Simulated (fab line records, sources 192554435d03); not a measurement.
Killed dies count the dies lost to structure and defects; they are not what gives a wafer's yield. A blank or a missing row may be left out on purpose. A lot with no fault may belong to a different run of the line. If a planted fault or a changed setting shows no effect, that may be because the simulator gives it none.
What tool caused it? + flow n5_finfet + 27 wafers from 9 lots sampled at 6 of the route's 1938 steps

## WHAT EACH GAUGE READ, for each wafer
N5_SD_EPI_N_EPI_MEAS_23. Usual: thk_nm 58.9 nm, standard deviation 1.2.
| lot  | measured    | on            | thk_nm (nm)    | flag |
|------|-------------|---------------|----------------|------|
| L187 | day 3 14:28 | film_metro-01 | 60.5 59.7 60.6 |      |
| L188 | day 3 15:16 | film_metro-02 | 58.3 56.4 58.6 |      |
| L190 | day 4 06:40 | film_metro-02 | 58.1 59.9 58.4 |      |
| L193 | day 5 04:41 | film_metro-02 | 59.0 60.8 58.8 |      |
| L195 | day 5 11:38 | film_metro-01 | 60.3 58.9 63.6 |      |
| L198 | day 6 04:04 | film_metro-01 | 58.8 57.1 60.0 |      |
| L200 | day 6 16:21 | film_metro-02 | 58.5 58.6 58.9 |      |
| L204 | day 7 17:19 | film_metro-01 | 51.7 51.7 51.6 | OFF  |
| L208 | day 8 17:55 | film_metro-01 | 50.8 52.3 53.5 | OFF  |

N5_BEOL_M4_RC_MEAS_101. Usual: DIBL_N 36.4 mV/V, standard deviation 2.7; DIBL_P 36 mV/V, standard deviation 3.2; IOFF_N 0.16 nA/um, standard deviation 0.046; IOFF_P 0.21 nA/um, standard deviation 0.055; ION_N 677 uA/um, standard deviation 15; ION_P 464 uA/um, standard deviation 11; SS_N 71.5 mV/dec, standard deviation 0.79; SS_P 73.3 mV/dec, standard deviation 0.93; VT_N 250 mV, standard deviation 4.1; VT_P -251 mV, standard deviation 4.4.
| lot  | measured     | on        | DIBL_N (mV/V)  | DIBL_P (mV/V) | IOFF_N (nA/um) | IOFF_P (nA/um) | ION_N (uA/um) | ION_P (uA/um) | SS_N (mV/dec)  | SS_P (mV/dec)  | VT_N (mV)   | VT_P (mV)      | flag |
|------|--------------|-----------|----------------|---------------|----------------|----------------|---------------|---------------|----------------|----------------|-------------|----------------|------|
| L187 | day 7 22:32  | prober-02 | 37.0 43.5 39.5 | 35 44 38      | 0.16 0.32 0.22 | 0.21 0.42 0.29 | 680 733 692   | 467 500 479   | 71.0 72.7 71.5 | 73.8 76.2 73.5 | 249 242 244 | -249 -240 -245 |      |
| L188 | day 9 09:14  | prober-02 | 36.1 37.3 37.3 | 36 37 38      | 0.15 0.18 0.18 | 0.20 0.23 0.24 | 674 681 689   | 469 471 474   | 70.7 71.8 71.7 | 72.6 74.1 73.8 | 250 247 246 | -248 -250 -248 |      |
| L190 | day 9 14:45  | prober-02 | 31.4 36.5 35.3 | 29 36 34      | 0.09 0.17 0.14 | 0.13 0.21 0.18 | 648 691 677   | 452 470 463   | 69.9 71.7 71.3 | 71.0 72.6 72.5 | 256 246 252 | -257 -249 -253 |      |
| L193 | day 10 16:34 | prober-01 | 32.3 36.5 33.2 | 32 38 33      | 0.10 0.17 0.11 | 0.15 0.23 0.16 | 669 687 665   | 465 472 458   | 70.9 71.7 70.6 | 71.4 72.6 71.4 | 255 248 251 | -253 -250 -252 |      |
| L195 | day 10 19:54 | prober-01 | 37.4 38.3 39.2 | 37 37 40      | 0.14 0.16 0.18 | 0.21 0.23 0.28 | 667 686 690   | 468 472 473   | 71.6 71.9 71.7 | 73.1 73.2 74.1 | 254 251 247 | -250 -249 -247 |      |
| L198 | day 11 09:40 | prober-02 | 35.0 33.4 32.7 | 36 34 33      | 0.17 0.15 0.13 | 0.21 0.20 0.17 | 704 691 668   | 478 471 460   | 71.3 70.3 70.5 | 73.8 72.8 72.9 | 246 246 249 | -248 -248 -253 |      |
| L200 | day 11 17:33 | prober-02 | 33.3 38.7 36.7 | 34 39 35      | 0.12 0.24 0.18 | 0.18 0.25 0.19 | 656 684 653   | 454 456 445   | 71.3 72.1 72.6 | 73.1 75.0 73.5 | 254 244 252 | -254 -251 -254 |      |
| L204 | day 12 22:44 | prober-02 | 34.7 37.8 34.3 | 35 41 36      | 0.13 0.18 0.12 | 0.14 0.22 0.16 | 667 671 658   | 445 450 445   | 71.0 72.3 71.2 | 72.4 73.9 72.7 | 255 251 254 | -255 -253 -258 |      |
| L208 | day 14 07:22 | prober-02 | 40.0 36.7 41.0 | 38 34 40      | 0.21 0.14 0.23 | 0.22 0.16 0.25 | 677 659 689   | 457 448 467   | 72.4 71.2 72.3 | 73.5 72.5 74.2 | 249 253 247 | -253 -257 -252 |      |

## EACH LOT AND THE TOOL THAT RAN IT (in order: tool; ch and the chambers of the sampled wafers; start)
| lot  | N5_DUMMY_GATE_ETCH_23           | N5_SD_EPI_N_ETCHBACK_44           | N5_SD_EPI_N_ETCH_45               | N5_SD_EPI_N_EPI_21             |
|------|---------------------------------|-----------------------------------|-----------------------------------|--------------------------------|
| L187 | rie_si-04 ch 2,3, day 3 08:35   | rie_diel-04 ch 1,2,3, day 3 11:29 | rie_diel-04 ch 1,2,3, day 3 11:35 | epi_rpcvd-02 ch 0, day 3 12:45 |
| L188 | rie_si-04 ch 0,1, day 3 10:18   | rie_diel-04 ch 0,3, day 3 12:17   | rie_diel-04 ch 0,3, day 3 12:23   | epi_rpcvd-03 ch 0, day 3 14:23 |
| L190 | rie_si-06 ch 0,1,2, day 4 00:24 | rie_diel-01 ch 0,1,3, day 4 02:58 | rie_diel-01 ch 0,1,3, day 4 03:04 | epi_rpcvd-01 ch 0, day 4 04:24 |
| L193 | rie_si-05 ch 1,2,3, day 4 22:22 | rie_diel-04 ch 1,3, day 5 01:43   | rie_diel-04 ch 1,3, day 5 01:49   | epi_rpcvd-01 ch 0, day 5 02:58 |
| L195 | rie_si-04 ch 0,3, day 5 06:19   | rie_diel-04 ch 0,1, day 5 08:38   | rie_diel-04 ch 0,1, day 5 08:44   | epi_rpcvd-02 ch 0, day 5 10:27 |
| L198 | rie_si-06 ch 1,2, day 5 23:14   | rie_diel-06 ch 0,1,2, day 6 01:04 | rie_diel-06 ch 0,1,2, day 6 01:10 | epi_rpcvd-01 ch 0, day 6 02:54 |
| L200 | rie_si-06 ch 0,1, day 6 11:14   | rie_diel-04 ch 2,3, day 6 13:22   | rie_diel-04 ch 2,3, day 6 13:28   | epi_rpcvd-02 ch 0, day 6 14:55 |
| L204 | rie_si-04 ch 0,2, day 7 11:46   | rie_diel-06 ch 0,1,2, day 7 14:20 | rie_diel-06 ch 0,1,2, day 7 14:26 | epi_rpcvd-01 ch 0, day 7 15:52 |
| L208 | rie_si-06 ch 1,2,3, day 8 11:40 | rie_diel-04 ch 2,3, day 8 14:11   | rie_diel-04 ch 2,3, day 8 14:17   | epi_rpcvd-01 ch 0, day 8 16:22 |
- N5_DUMMY_GATE_ETCH_23: etches poly-Si in HBr/Cl2/O2, target depth 41 nm, time 22.3 s.
- N5_SD_EPI_N_ETCHBACK_44: etches SiNx in CH3F/O2, stops on SiO2, target depth 14.5 nm.
- N5_SD_EPI_N_ETCH_45: etches SiOCN in CH3F/O2, target depth 6 nm.
- N5_SD_EPI_N_EPI_21: deposits Si:P, time 690 s.

## AS READ BY THE TOOLS THEMSELVES (means over the sampled wafers that have a number; for cases with no such wafer, the mark the record gives instead)
N5_DUMMY_GATE_ETCH_23. Usual: drypump_motor_current_A 5.6 A, standard deviation 0.31; oes_product_au 0.996 a.u., standard deviation 0.023; throttle_valve_pct 37.1 %, standard deviation 0.64.
| lot  | tool      | drypump_motor_current_A (A) | oes_product_au (a.u.) | throttle_valve_pct (%) | flag |
|------|-----------|-----------------------------|-----------------------|------------------------|------|
| L187 | rie_si-04 | 5.3                         | 0.988                 | 36.8                   |      |
| L188 | rie_si-04 | 5.8                         | 0.988                 | 36.4                   |      |
| L190 | rie_si-06 | 5.8                         | 0.996                 | 37.1                   |      |
| L193 | rie_si-05 | 5.5                         | 1.013                 | 37.6                   |      |
| L195 | rie_si-04 | 5.6                         | 1.010                 | 36.2                   |      |
| L198 | rie_si-06 | 5.8                         | 0.993                 | 37.2                   |      |
| L200 | rie_si-06 | 5.9                         | 1.007                 | 37.1                   |      |
| L204 | rie_si-04 | 5.5                         | 1.008                 | 36.7                   |      |
| L208 | rie_si-06 | 5.8                         | 0.994                 | 37.3                   |      |

N5_SD_EPI_N_ETCHBACK_44. Usual: drypump_motor_current_A 5.7 A, standard deviation 0.4; oes_f_703_au 0.80 a.u., standard deviation 0.096; oes_product_au 0.68 a.u., standard deviation 0.07; rf_vpp_V 294 V, standard deviation 8.5; showerhead_plenum_p_Torr 2.00 Torr, standard deviation 0.062; throttle_valve_pct 16.28 %, standard deviation 0.22.
| lot  | tool        | drypump_motor_current_A (A) | oes_f_703_au (a.u.) | oes_product_au (a.u.) | rf_vpp_V (V) | showerhead_plenum_p_Torr (Torr) | throttle_valve_pct (%) | flag |
|------|-------------|-----------------------------|---------------------|-----------------------|--------------|---------------------------------|------------------------|------|
| L187 | rie_diel-04 | 5.7                         | 0.76                | 0.66                  | 297          | 2.01                            | 16.33                  |      |
| L188 | rie_diel-04 | 5.4                         | 0.86                | 0.73                  | 288          | 1.96                            | 16.28                  |      |
| L190 | rie_diel-01 | 5.5                         | 0.77                | 0.66                  | 303          | 2.01                            | 16.37                  |      |
| L193 | rie_diel-04 | 5.4                         | 0.78                | 0.68                  | 295          | 1.99                            | 16.47                  |      |
| L195 | rie_diel-04 | 5.9                         | 0.72                | 0.62                  | 304          | 2.03                            | 16.46                  |      |
| L198 | rie_diel-06 | 5.8                         | 0.91                | 0.73                  | 291          | 2.08                            | 16.13                  |      |
| L200 | rie_diel-04 | 5.7                         | 0.77                | 0.66                  | 290          | 1.97                            | 16.17                  |      |
| L204 | rie_diel-06 | 5.8                         | 0.88                | 0.71                  | 291          | 2.07                            | 16.15                  |      |
| L208 | rie_diel-04 | 5.5                         | 0.79                | 0.68                  | 289          | 1.95                            | 16.32                  |      |

N5_SD_EPI_N_ETCH_45. Usual: drypump_motor_current_A 5.7 A, standard deviation 0.4; oes_product_au 0.80 a.u., standard deviation 0.085; rf_vpp_V 127.4 V, standard deviation 1.1; showerhead_plenum_p_Torr 1.99 Torr, standard deviation 0.062; throttle_valve_pct 23.24 %, standard deviation 0.24.
| lot  | tool        | drypump_motor_current_A (A) | oes_product_au (a.u.) | rf_vpp_V (V) | showerhead_plenum_p_Torr (Torr) | throttle_valve_pct (%) | flag |
|------|-------------|-----------------------------|-----------------------|--------------|---------------------------------|------------------------|------|
| L187 | rie_diel-04 | 5.6                         | 0.78                  | 127.6        | 2.00                            | 23.29                  |      |
| L188 | rie_diel-04 | 5.5                         | 0.86                  | 127.8        | 1.95                            | 23.35                  |      |
| L190 | rie_diel-01 | 5.5                         | 0.78                  | 127.7        | 2.01                            | 23.34                  |      |
| L193 | rie_diel-04 | 5.4                         | 0.81                  | 127.5        | 1.99                            | 23.51                  |      |
| L195 | rie_diel-04 | 5.8                         | 0.73                  | 127.9        | 2.02                            | 23.48                  |      |
| L198 | rie_diel-06 | 5.8                         | 0.87                  | 127.7        | 2.07                            | 23.04                  |      |
| L200 | rie_diel-04 | 5.7                         | 0.76                  | 127.4        | 1.97                            | 23.08                  |      |
| L204 | rie_diel-06 | 5.8                         | 0.83                  | 127.3        | 2.07                            | 23.07                  |      |
| L208 | rie_diel-04 | 5.4                         | 0.78                  | 126.8        | 1.95                            | 23.29                  |      |

N5_SD_EPI_N_EPI_21. Usual: lamp_inner_pct 18.2 %, standard deviation 2.7; susceptor_temp_C 679.96 C, standard deviation 0.3.
| lot  | tool         | lamp_inner_pct (%) | susceptor_temp_C (C) | flag |
|------|--------------|--------------------|----------------------|------|
| L187 | epi_rpcvd-02 | 19.9               | 679.60               |      |
| L188 | epi_rpcvd-03 | 21.0               | 679.79               |      |
| L190 | epi_rpcvd-01 | 15.0               | 680.05               |      |
| L193 | epi_rpcvd-01 | 15.0               | 680.04               |      |
| L195 | epi_rpcvd-02 | 20.1               | 679.90               |      |
| L198 | epi_rpcvd-01 | 15.0               | 679.96               |      |
| L200 | epi_rpcvd-02 | 20.0               | 680.02               |      |
| L204 | epi_rpcvd-01 | 14.9               | 680.19               |      |
| L208 | epi_rpcvd-01 | 15.1               | 680.13               |      |

## THE ANSWER, worked out from the rows above alone
Rule: a lot counts as off when the mean over its wafers that have a number is more than 3 standard deviations away from the usual mean. Also off: a lot with no number at a reading for which 4 or more lots have one. Where the step has rows for the other lots, those lots are counted as sound. The gauges are gone through in route order, then the tools' own readings, and for those a lot's mean is taken as printed above. The first step at which some lot is off is used, and at that step the reading that is off furthest; a lot without a number counts as furthest.
Off, at N5_SD_EPI_N_EPI_MEAS_23 on thk_nm: L204, L208.
A tool fits if, at a process step before that reading, it ran every lot that is off, and no sound lot after the first of them. The gauges at N5_SD_EPI_N_EPI_MEAS_23 are tried like those tools. Can't be told from this: 2 tools fit, epi_rpcvd-01 at N5_SD_EPI_N_EPI_21, film_metro-01 at N5_SD_EPI_N_EPI_MEAS_23.

## WHAT WAS PUT IN BY THE SIMULATOR
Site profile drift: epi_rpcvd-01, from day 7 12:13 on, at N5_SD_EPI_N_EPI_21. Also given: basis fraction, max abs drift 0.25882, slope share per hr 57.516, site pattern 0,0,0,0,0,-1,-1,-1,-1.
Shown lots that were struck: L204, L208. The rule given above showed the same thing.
